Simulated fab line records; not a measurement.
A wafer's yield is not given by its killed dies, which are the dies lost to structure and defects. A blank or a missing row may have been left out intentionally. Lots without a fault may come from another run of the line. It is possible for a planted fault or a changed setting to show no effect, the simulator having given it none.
Code-filled problem report in 8D (eight disciplines) form ; flow nand harc ; the parts of the form that need people (team, actions taken, sign-off) are left out

## 1. THE PROBLEM
Wafers without a fault read 327, standard deviation 140; raw defect count at NHARC_P_M1_INSPECT_27 reads a mean of 973 on 3 wafers belonging to 2 lots. Measured from the usual mean, that is +4.6 standard deviations.
First observed at day 14 22:26: wafer L346.1, on defect inspect-01. Wafers with a number at this step in the record: 33, from 11 lots. By rule, "out" or "out of limits" means more than 4 standard deviations away from the usual mean. Any other wafer with a number is counted as sound.

## 2. WHAT IT IS; WHAT IT IS NOT
question;is;is not
which readings at this step;raw defect count;-
which lots;L346, L348;L325, L327, L329, L330, L333, L334, L335, L338, L339
which wafers of those lots;L346.1, L346.5, L348.2;L346.2, L348.1, L348.3
read on which gauges;defect inspect-01;defect inspect-02
when;from day 14 22:26;"up to then (28 sound wafers); but 2 sound wafers of L348 came after"

## 3. THE SUSPECTS, EACH WITH WHAT RULES IT OUT
Counting: a tool at a process step up to the reading stays a suspect if it ran every lot that is out. Sound lots after the first of them don't rule it out here, since some wafers of a struck lot are sound.
- the gauge at NHARC_P_M1_INSPECT_27 is ruled out. All the wafers that are out were read on defect inspect-01, but those of them that NHARC_P_M2_INSPECT_11 has rows for are out there too, on other tools.
- pvd sputter-01 at NHARC_P_M0_PRE_CLEAN_29 (time 30 s): kept. Ran every lot that is out, first one L346 (day 14 18:16); last sound lot up to then L338 (day 12 10:01). NHARC_P_M0_PRE_CLEAN_29 gives no start for some lots, so the hours and the order of its lots are those of NHARC_P_M0_PRE_CLEAN_31.
- cmp-04 at NHARC_P_M1_CMP_23 (polishes, t overpolish 20 s, target thk 157.82 nm): kept. Ran every lot that is out, first one L346 (day 14 21:58); last sound lot up to then L338 (day 12 13:41).
- At NHARC_P_M1_CMP_23, inside cmp-04: chamber 1 took the wafers that are out, while their sound lot-mates went through chambers 2, 3.
Remaining after the count are pvd sputter-01 at NHARC_P_M0_PRE_CLEAN_29 and cmp-04 at NHARC_P_M1_CMP_23.

## 4. THE CAUSE (what the simulator had put in)
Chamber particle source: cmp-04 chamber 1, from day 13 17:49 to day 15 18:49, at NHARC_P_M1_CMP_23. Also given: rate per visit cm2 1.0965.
Counting left 2 suspects, and this tool is among them.

## 5. THE CHAIN OF EFFECTS, in route order
Each row: a reading whose mean over the struck wafers that have a number lies more than 3 standard deviations from the usual. Only readings for which the record gives a usual standard deviation are gone through. hours: the time from each lot's start at the first step in this table that gives one to its start at this step, as a median over the lots. sigmas: the change in usual standard deviations.
hours;step;reading;usual;on struck wafers;change;sigmas
0;NHARC_P_M1_INSPECT_27;raw defect count;327;973;+646;+4.6
2;NHARC_P_M2_INSPECT_11;raw defect count;4.3;708.7;+704.4;+99 or more
434;NHARC_END_SORT_01;defect limited yield;92.7 %;35.2;-57.5;-22
434;NHARC_END_SORT_01;killed at periphery;3.7;420.3;+416.6;+99 or more
434;NHARC_END_SORT_01;killed dies;50;439;+389;+22
434;NHARC_END_SORT_01;sort_bin_2_pct;2.5 %;25.2;+22.7;+21
434;NHARC_END_SORT_01;sort_bin_3_pct;0.6 %;5.2;+4.6;+13
434;NHARC_END_SORT_01;sort_bin_4_pct;4.3 %;34.4;+30.1;+20
434;NHARC_END_SORT_01;sort n pass;627;238;-389;-22
434;NHARC_END_SORT_01;sort rim yield pct;92 %;36;-56;-13
434;NHARC_END_SORT_01;sort yield pct;92.7 %;35.2;-57.5;-22

## 6. WHAT WOULD HAVE CAUGHT IT SOONER
The first out-of-limits reading at a measuring or inspecting step in this record came at day 14 22:26, 29 hours after the fault's start at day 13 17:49.
An alarm limit of 4 standard deviations would not have fired on the tool readings at NHARC_P_M1_CMP_23 for which the record gives a usual standard deviation, since none of them was out on any struck wafer.
Among the 2 lots that are out, L348 began NHARC_P_M1_CMP_23 on cmp-04 after day 14 22:26. A tool hold placed at that time would have kept it from harm.
